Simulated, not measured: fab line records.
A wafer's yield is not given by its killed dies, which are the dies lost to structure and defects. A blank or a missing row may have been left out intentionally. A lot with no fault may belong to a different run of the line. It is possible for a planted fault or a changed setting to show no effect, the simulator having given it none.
Commonality check across tools + flow nand-harc + Sampled: 13 lots, 39 wafers

## THE REASON FOR OPENING IT
On 1 of the 13 lots, a flag is raised at NHARC_P_GATE_CD_MEAS_91 on the reading cd-nm. Fault-free wafers read 2000.2 nm, with a standard deviation of 1.6.
Rule: a lot is flagged when every wafer of it that has a number lies more than 4 standard deviations from that mean, or none has a number. As for the other lots, they are considered sound.

| lot  | measured     | on        | cd-nm (nm), wafer by wafer | flag    |
|------|--------------|-----------|----------------------------|---------|
| L427 | day 5 12:55  | cd-sem-03 | 1998.9 1996.3 1999.1       |         |
| L428 | day 5 21:55  | cd-sem-03 | 2001.1 2004.3 2000.7       |         |
| L431 | day 6 06:02  | cd-sem-02 | 1999.8 2000.6 1998.8       |         |
| L436 | day 7 10:13  | cd-sem-02 | 2162.1 2161.5 2163.7       | FLAGGED |
| L442 | day 8 15:11  | cd-sem-01 | 2000.6 2003.6 2002.2       |         |
| L443 | day 9 11:31  | cd-sem-03 | 2001.4 2000.9 2001.2       |         |
| L444 | day 9 15:31  | cd-sem-03 | 1997.9 1999.8 2000.4       |         |
| L445 | day 10 00:32 | cd-sem-03 | 1997.0 2001.1 2000.9       |         |
| L447 | day 10 07:17 | cd-sem-03 | 1999.9 1999.8 1999.7       |         |
| L446 | day 10 07:38 | cd-sem-01 | 2000.0 2002.7 2000.0       |         |
| L448 | day 10 16:01 | cd-sem-02 | 2000.4 2000.9 1999.7       |         |
| L449 | day 10 20:34 | cd-sem-03 | 1998.3 1999.6 1999.5       |         |
| L450 | day 10 21:09 | cd-sem-03 | 1998.9 1999.8 1997.8       |         |
On average the flagged lots read 2162.4 nm, which is +162.2 nm against the usual, or +99 or more standard deviations.

## WHICH TOOL RAN EACH LOT
The record holds 3 process steps before the reading, out of a route of 1159 steps. Each cell gives the tool, then ch followed by the chambers the sampled wafers passed through, then the start.
| lot  | flag    | NHARC_P_GATE_ETCH_32            | NHARC_P_GATE_STRIP_108             | NHARC_P_GATE_EXPOSE_88            |
|------|---------|---------------------------------|------------------------------------|-----------------------------------|
| L427 |         | rie-si-05 ch 1,3, day 4 19:22   | rie-diel-01 ch 1,2,3, day 4 19:31  | krf-scanner-02 ch 0, day 5 12:45  |
| L428 |         | rie-si-01 ch 1,2,3, day 5 04:50 | rie-diel-01 ch 0,2,3, day 5 05:03  | krf-scanner-02 ch 0, day 5 21:45  |
| L431 |         | rie-si-01 ch 0,1,2, day 5 15:23 | rie-diel-07 ch 1,2,3, day 5 15:33  | krf-scanner-02 ch 0, day 6 05:53  |
| L436 | FLAGGED | rie-si-03 ch 1,2,3, day 6 18:43 | rie-diel-07 ch 1,3, day 6 18:52    | krf-scanner-02 ch 0, day 7 10:04  |
| L442 |         | rie-si-05 ch 0,1,2, day 8 00:11 | rie-diel-07 ch 0,3, day 8 00:22    | krf-scanner-02 ch 0, day 8 15:02  |
| L443 |         | rie-si-05 ch 1,2,3, day 8 20:40 | rie-diel-03 ch 0,2,3, day 8 20:49  | krf-scanner-04 ch 0, day 9 11:22  |
| L444 |         | rie-si-03 ch 0,1,2, day 9 00:50 | rie-diel-01 ch 0,1,2, day 9 01:00  | krf-scanner-04 ch 0, day 9 15:21  |
| L445 |         | rie-si-01 ch 0,2,3, day 9 07:34 | rie-diel-03 ch 1,2,3, day 9 07:44  | krf-scanner-02 ch 0, day 10 00:23 |
| L447 |         | rie-si-01 ch 0,3, day 9 16:22   | rie-diel-07 ch 0,2,3, day 9 16:32  | krf-scanner-04 ch 0, day 10 07:07 |
| L446 |         | rie-si-05 ch 0,1,2, day 9 16:50 | rie-diel-07 ch 1,2, day 9 16:59    | krf-scanner-03 ch 0, day 10 07:29 |
| L448 |         | rie-si-05 ch 2,3, day 10 01:31  | rie-diel-07 ch 0,2,3, day 10 01:46 | krf-scanner-03 ch 0, day 10 15:52 |
| L449 |         | rie-si-01 ch 0,2, day 10 05:48  | rie-diel-07 ch 1,2,3, day 10 05:59 | krf-scanner-04 ch 0, day 10 20:25 |
| L450 |         | rie-si-03 ch 0,3, day 10 06:15  | rie-diel-07 ch 0,1,2, day 10 06:26 | krf-scanner-03 ch 0, day 10 20:59 |
What is done by these steps:
- NHARC_P_GATE_ETCH_32: etches the open film in HBr/Cl2, target depth 150 nm, time 100.1 s.
- NHARC_P_GATE_STRIP_108: strips in O2.
- NHARC_P_GATE_EXPOSE_88: exposes mask P HVN, target cd 2000 nm.
- NHARC_P_GATE_CD_MEAS_91: target cd 2000 nm.

## FLAGGED OVER TOTAL, TOOL BY TOOL (the gauges that took the reading come last)
| step                    | tool           | lots run | flagged | share of the flagged lots | sound lots run after its first flagged lot |
|-------------------------|----------------|----------|---------|---------------------------|--------------------------------------------|
| NHARC_P_GATE_ETCH_32    | rie-si-01      | 5        | 0       | none                      | -                                          |
| NHARC_P_GATE_ETCH_32    | rie-si-03      | 3        | 1       | all                       | 2 (L444,L450)                              |
| NHARC_P_GATE_ETCH_32    | rie-si-05      | 5        | 0       | none                      | -                                          |
| NHARC_P_GATE_STRIP_108  | rie-diel-01    | 3        | 0       | none                      | -                                          |
| NHARC_P_GATE_STRIP_108  | rie-diel-03    | 2        | 0       | none                      | -                                          |
| NHARC_P_GATE_STRIP_108  | rie-diel-07    | 8        | 1       | all                       | 6 (L442,L447,L446,L448,L449,L450)          |
| NHARC_P_GATE_EXPOSE_88  | krf-scanner-02 | 6        | 1       | all                       | 2 (L442,L445)                              |
| NHARC_P_GATE_EXPOSE_88  | krf-scanner-03 | 3        | 0       | none                      | -                                          |
| NHARC_P_GATE_EXPOSE_88  | krf-scanner-04 | 4        | 0       | none                      | -                                          |
| NHARC_P_GATE_CD_MEAS_91 | cd-sem-01      | 2        | 0       | none                      | -                                          |
| NHARC_P_GATE_CD_MEAS_91 | cd-sem-02      | 3        | 1       | all                       | 1 (L448)                                   |
| NHARC_P_GATE_CD_MEAS_91 | cd-sem-03      | 8        | 0       | none                      | -                                          |

## WHAT THE TABLE PERMITS
4 rows of the table ran every flagged lot: rie-si-03 at NHARC_P_GATE_ETCH_32, rie-diel-07 at NHARC_P_GATE_STRIP_108, krf-scanner-02 at NHARC_P_GATE_EXPOSE_88, cd-sem-02 at NHARC_P_GATE_CD_MEAS_91.
- rie-si-03 at NHARC_P_GATE_ETCH_32: 1 of its 3 lots flagged. Sound lots ran on it after the first flagged one (L444, L450), which a lasting fault on the whole tool wouldn't allow.
- rie-diel-07 at NHARC_P_GATE_STRIP_108: 1 of its 8 lots flagged. Sound lots ran on it after the first flagged one (L442, L447, L446, L448, L449, L450), which a lasting fault on the whole tool wouldn't allow.
- krf-scanner-02 at NHARC_P_GATE_EXPOSE_88: 1 of its 6 lots flagged. Sound lots ran on it after the first flagged one (L442, L445), which a lasting fault on the whole tool wouldn't allow.
- cd-sem-02 at NHARC_P_GATE_CD_MEAS_91: 1 of its 3 lots flagged. Sound lots ran on it after the first flagged one (L448), which a lasting fault on the whole tool wouldn't allow.
There is no row in the table that ran each flagged lot and no sound lot after the first.

## WHAT HAD BEEN PUT IN BY THE SIMULATOR
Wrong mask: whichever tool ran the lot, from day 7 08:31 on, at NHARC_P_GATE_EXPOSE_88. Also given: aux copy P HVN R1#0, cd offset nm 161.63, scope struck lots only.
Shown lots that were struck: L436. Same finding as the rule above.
